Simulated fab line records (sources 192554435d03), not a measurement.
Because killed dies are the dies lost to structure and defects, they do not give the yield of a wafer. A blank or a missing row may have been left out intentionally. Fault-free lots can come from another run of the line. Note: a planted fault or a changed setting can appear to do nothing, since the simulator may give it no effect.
Problem report, 8D (eight disciplines) form, completed by code :: flow n5_finfet :: the parts of the form that need people (team, actions taken, sign-off) are left out

== 1. PROBLEM STATEMENT ==
M5_ILD_THK at N5_BEOL_M5_THK_MEAS_01 reads a mean of 108.2 nm on 6 wafers of 2 lots; wafers without a fault read 120.9 nm with a standard deviation of 1.7. That puts it -7.5 standard deviations away from the usual mean.
The first sign was on wafer L666.1 at day 8 22:11, on film_metro-01. The record has a number at this step for 33 wafers belonging to 11 lots. Rule for "out" (also "out of limits"): further than 4 standard deviations from the usual mean. All remaining wafers that have a number are taken as sound.

== 2. WHAT IT IS AND WHAT IT IS NOT ==
question: which readings at this step
is: M5_ILD_THK
is not: -

question: which lots
is: L666, L667
is not: L661, L662, L663, L674, L678, L679, L680, L682, L683

question: which wafers of those lots
is: all that have a number
is not: -

question: read on which gauges
is: film_metro-01
is not: film_metro-02

question: when
is: from day 8 22:11
is not: up to then (9 sound wafers); but 18 sound wafers of L674, L678, L679, L680, L682, L683 came after

== 3. SUSPECTS, AND WHAT RULES EACH OUT ==
Counting: any tool at a process step up to the reading is kept as a suspect provided that every lot that is out went through it and no sound lot did after the first of them.
- the gauge at N5_BEOL_M5_THK_MEAS_01 is ruled out. All the wafers that are out were read on film_metro-01, but those of them that N5_BEOL_M5_ILD_DEP_00 has rows for are out there too, on other tools.
- pecvd-03 at N5_BEOL_M5_ILD_DEP_00 (deposits SiCOH lowk from DEMS/porogen, target thk 140.64 nm, time 25.9 s): ruled out as a lasting fault. The sound lots L682, L683 went through it after L666, its earliest lot that is out (day 8 21:36).
Left after counting: nothing in the record.

== 4. THE CAUSE (what the simulator had put in) ==
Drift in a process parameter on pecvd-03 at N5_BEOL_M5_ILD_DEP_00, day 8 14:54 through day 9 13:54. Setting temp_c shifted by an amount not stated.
The count ruled it out by mistake, since the rule takes a fault to strike every lot its tool runs from the start of the fault on, and this one did not do so.

== 5. THE EFFECT CHAIN, in route order ==
Rows list readings where the struck wafers' mean (over those with a number) sits beyond 3 standard deviations from the usual. Readings are gone through only where the record gives a usual standard deviation; hours: the median, over the lots, of the time from a lot's start at the first step in this table giving one to that lot's start at this step; sigmas: the change measured in usual standard deviations.
hours: 0
step: N5_BEOL_M5_ILD_DEP_00
reading: susceptor_temp_C
usual: 299.97 C
on struck wafers: 319.45
change: +19.48
sigmas: +99 or more

hours: 1
step: N5_BEOL_M5_THK_MEAS_01
reading: M5_ILD_THK
usual: 120.9 nm
on struck wafers: 108.2
change: -12.7
sigmas: -7.5
The process steps in it:
- N5_BEOL_M5_ILD_DEP_00: deposits SiCOH lowk from DEMS/porogen, target thk 140.64 nm, time 25.9 s.

== 6. WHAT WOULD HAVE CAUGHT IT SOONER ==
The first out-of-limits reading at a measuring or inspecting step in this record came at day 8 22:11, 7 hours after the fault's start at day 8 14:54.
The tool's own readings at N5_BEOL_M5_ILD_DEP_00 were out on every struck wafer that the step has a row for (susceptor_temp_C): an alarm limit on them would have fired on the first of those.
